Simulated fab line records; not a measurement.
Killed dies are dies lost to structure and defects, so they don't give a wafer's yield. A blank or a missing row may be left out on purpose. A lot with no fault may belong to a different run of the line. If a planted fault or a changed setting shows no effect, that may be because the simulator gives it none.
A lot that was struck, set against a sound lot | flow nand harc | 41 steps out of a route of 1302
Sound: the wafers L101.1, L101.4, L101.5. Struck: wafer L118.1 (left out: L118.2, L118.5 of the same lot, which were not struck); the cause appears at the end.
Each step with rows lists, per side, the tool, then ch with its chambers, then its first start. Under that, the readings that differ: sound wafers | struck wafers | difference of the means | sigmas: that difference in standard deviations of wafers without a fault.
alike: same words and numbers on both sides, and readings whose means sit less than 2 such deviations apart. not compared: any withheld reading, any reading some wafer has no value for, any bound like >300 that may hide the same value, and any number with overlapping values for which the record gives no deviation.
Wherever a step has rows on one side only, a row that says differs or no value, or a row with sigmas, the two part there. Numbers that don't overlap but have no deviation are shown without sigmas and don't part them. Lack of a reading on every wafer of one side parts them only where that side has two or more wafers.

first, 7 steps without rows for these wafers: NHARC_P_STI_COAT_41 (time 65 s); NHARC_P_STI_COAT_03 (resist thk 600 nm); NHARC_P_STI_SOFTBAKE_04 (time 70 s); NHARC_P_STI_EBR_05; NHARC_P_STI_EXPOSE_06 (exposes mask P STI, target cd 200 nm); NHARC_P_STI_PEB_07 (peb time 80 s); NHARC_P_STI_DEVELOP_08 (time 50 s).
NHARC_P_STI_CD_MEAS_09: the cd target is 200 nm.
  sound on cd sem-03 ch 0, day 2 20:04; struck on cd sem-02 ch 0, day 9 21:10
  alike: cd nm
NHARC_P_STI_OVL_MEAS_10:
  sound: overlay-02 at day 2 20:10; struck: overlay-02 at day 9 21:16
  alike: overlay x nm, overlay y nm
NHARC_P_STI_INSPECT_11:
  sound: defect inspect-01 at day 2 20:12; struck: defect inspect-02 at day 9 21:17
  alike: raw defect count
then, 1 step without rows for these wafers: NHARC_P_STI_HARDBAKE_13 (time 65 s).
NHARC_P_STI_DESCUM_14: chemistry O2, time 3 s.
  sound on rie diel-09 ch 0,1, day 2 20:20; struck on rie diel-12 ch 1, day 9 21:26
  alike: drypump motor current A, oes product au, rf vpp V, showerhead plenum p Torr, throttle valve pct
  not compared: rf hours counter h
NHARC_P_STI_ETCH_42: etches the open film in N2/H2, target depth 80 nm, overetch 24 nm, time 61 s.
  sound on rie diel-09 ch 0,1,3, day 2 20:26; struck on rie diel-12 ch 3, day 9 21:31
  alike: drypump motor current A, oes product au, rf vpp V, showerhead plenum p Torr, throttle valve pct
  not compared: rf hours counter h
NHARC_P_STI_ETCH_31: etches the open film in CF4/CHF3, target depth 108.9 nm, time 54.5 s.
  sound on rie diel-09 ch 0,2; struck on rie diel-12 ch 1
  reading                     | sound       | struck | difference | sigmas
  drypump motor current A (A) | 5.6 5.6 5.6 | 6.6    | +1.0       | +2
  alike: oes product au, rf vpp V, showerhead plenum p Torr, throttle valve pct
  not compared: rf hours counter h
NHARC_P_STI_ETCH_15: etches the open film in HBr/Cl2, target depth 300 nm, time 100.1 s.
  sound on rie si-04 ch 1,2,3, day 2 20:39; struck on rie si-01 ch 0, day 9 21:43
  reading                | sound                | struck | difference | sigmas
  throttle valve pct (%) | 26.406 26.399 26.384 | 26.417 | +0.021     | +2
  alike: drypump motor current A, oes product au
  not compared: rf hours counter h
NHARC_P_STI_CD_MEAS_16:
  sound: cd sem-02 at day 2 20:48; struck: cd sem-03 at day 9 21:53
  alike: cd nm
NHARC_P_STI_OCD_MEAS_17:
  sound: ocd-02 at day 2 20:53; struck: ocd-01 at day 9 21:59
  alike: trench depth nm, trench foot cd nm
then, 3 steps without rows for these wafers: NHARC_P_STI_STRIP_19 (strips in SPM, time 900 s); NHARC_P_STI_PRECLEAN_32 (cleans in SC1); NHARC_P_STI_SRD_23.
NHARC_P_STI_OCD_MEAS_43:
  sound: ocd-01 at day 2 21:23; struck: ocd-02 at day 9 22:29
  alike: trench depth nm, trench foot cd nm
then, 3 steps without rows for these wafers: NHARC_P_STI_OXIDE_33 (material SiO2, target thk 10 nm, ox time 281 s); NHARC_P_STI_HDPCVD_20 (deposits SiO2); NHARC_P_STI_ANNEAL_34 (time 1800 s).
NHARC_P_STI_CMP_21: polishes, t overpolish 20 s, target thk 380.67 nm.
  sound on cmp-03 ch 0,1,3, day 3 16:01; struck on cmp-04 ch 3, day 10 18:09
  alike: motor current A, overpolish run s
then, 15 steps without rows for these wafers: NHARC_P_STI_SRD_35; NHARC_P_STI_ETCH_36 (etches SiO2 in dHF, target depth 38.8 nm); NHARC_P_STI_STRIP_24 (strips Si3N4 in H3PO4); NHARC_P_STI_ETCH_37 (etches SiO2 in dHF, target depth 11 nm); NHARC_P_STI_PRECLEAN_38 (cleans in SC1); NHARC_P_STI_SRD_39; NHARC_P_STI_OXIDE_40 (material SiO2, target thk 10 nm, ox time 1362 s); NHARC_P_GATE_ETCH_69 (etches SiO2 in dHF, target depth 14 nm); NHARC_P_GATE_PRECLEAN_70 (cleans in SC1); NHARC_P_GATE_SRD_01; NHARC_P_GATE_OXIDE_02 (material SiO2, target thk 37.5 nm, ox time 365 s); NHARC_P_GATE_DEHYDRATE_03 (time 120 s); NHARC_P_GATE_HMDS_04 (time 30 s); NHARC_P_GATE_COAT_05; NHARC_P_GATE_SOFTBAKE_06 (time 95 s).
-- jump in the record: it breaks off in module P_GATE and resumes in module END (first step shown: number 1302 of the route), and 21 days separate the struck wafers' starts before and after --
NHARC_END_SORT_01:
  here the record holds rows for the struck wafers (prober-02 ch 0, day 31 14:47) but none for the sound ones

WHERE THEY PART
Earliest at NHARC_P_STI_ETCH_31; latest, in this record, at NHARC_END_SORT_01.

WHY: whatever the simulator had introduced
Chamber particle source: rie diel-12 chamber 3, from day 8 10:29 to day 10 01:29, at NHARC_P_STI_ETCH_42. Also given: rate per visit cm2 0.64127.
